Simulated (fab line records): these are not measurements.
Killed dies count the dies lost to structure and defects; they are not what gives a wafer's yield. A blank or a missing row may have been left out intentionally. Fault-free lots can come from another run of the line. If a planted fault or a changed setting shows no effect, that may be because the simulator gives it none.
Struck lot and sound lot, side by side || flow nandHarc || 14 out of 1159 route steps
Sound: the wafers L540.1, L540.2, L540.3. Wafers L531.3, L531.4, L531.6 were the ones struck. The cause is given at the end.
Each step with rows lists, per side, the tool, then ch with its chambers, then its first start. Under that, the readings that differ: sound wafers || struck wafers || difference of the means || sigmas: that difference in standard deviations of wafers without a fault.
alike: same words and numbers on both sides, and readings whose means sit less than 2 such deviations apart. not compared: any withheld reading, any reading some wafer has no value for, any bound like >300 that may hide the same value, and any number with overlapping values for which the record gives no deviation.
The two part at a step that has a row with sigmas, a row that says differs or no value, or rows on one side only. Numbers that don't overlap but have no deviation are shown without sigmas and don't part them. A reading missing from all wafers of one side parts the sides only when that side holds two or more wafers.

NHARC_P_GATE_ALD_36: deposits SiNx, target thk 20 nm, pulse time 60 s, ald cycles 223.
  sound on aldSin-03 ch 1,2,3, day 9 01:17; struck on aldSin-04 ch 0,1,3, day 8 00:23
  alike: heaterPowerW, precursorPulseHeightRel
  not compared: sinceWetCleanH
NHARC_P_GATE_ETCHBACK_37: etches the open film in CHF3/O2, target depth 34.5 nm, time 17.2 s.
  sound on rieDiel-04 ch 1,2,3; struck on rieDiel-06 ch 0,2,3
  alike: drypumpMotorCurrentA, oesProductAu, rfVppV, showerheadPlenumPTorr, throttleValvePct
  not compared: rfHoursCounterH
NHARC_P_GATE_STRIP_101: strips in O2, time 20 s.
  sound on rieDiel-04 ch 1,2,3, day 9 09:52; struck on rieDiel-06 ch 0,1,3, day 8 09:56
  alike: drypumpMotorCurrentA, oesProductAu, rfVppV, showerheadPlenumPTorr, throttleValvePct
  not compared: rfHoursCounterH
then, 9 steps without rows for these wafers: NHARC_P_GATE_PRECLEAN_97 (cleans in SPM, time 600 s); NHARC_P_GATE_SRD_98; NHARC_P_GATE_PRECLEAN_99 (cleans in SC1); NHARC_P_GATE_SRD_100; NHARC_P_GATE_DEHYDRATE_38 (time 120 s); NHARC_P_GATE_HMDS_39 (time 30 s); NHARC_P_GATE_COAT_40; NHARC_P_GATE_SOFTBAKE_41 (time 95 s); NHARC_P_GATE_EBR_42.
NHARC_P_GATE_EXPOSE_43: exposes mask P NSD, target cd 720 nm.
  struck on krfScanner-04, day 8 10:35; sound on krfScanner-02 ch 0, day 9 10:38
  no value came back on the struck wafers for exposureDoseMJCm2, focusOffsetNm (nm); on the sound wafers exposureDoseMJCm2 reads 14.800 14.813 14.812
  alike: mask
then, 1 step without rows for these wafers: NHARC_P_GATE_PEB_44 (peb time 85 s).

## WHERE THEY PART
NHARC_P_GATE_EXPOSE_43 only, going by this record.

WHY: what had been put in by the simulator
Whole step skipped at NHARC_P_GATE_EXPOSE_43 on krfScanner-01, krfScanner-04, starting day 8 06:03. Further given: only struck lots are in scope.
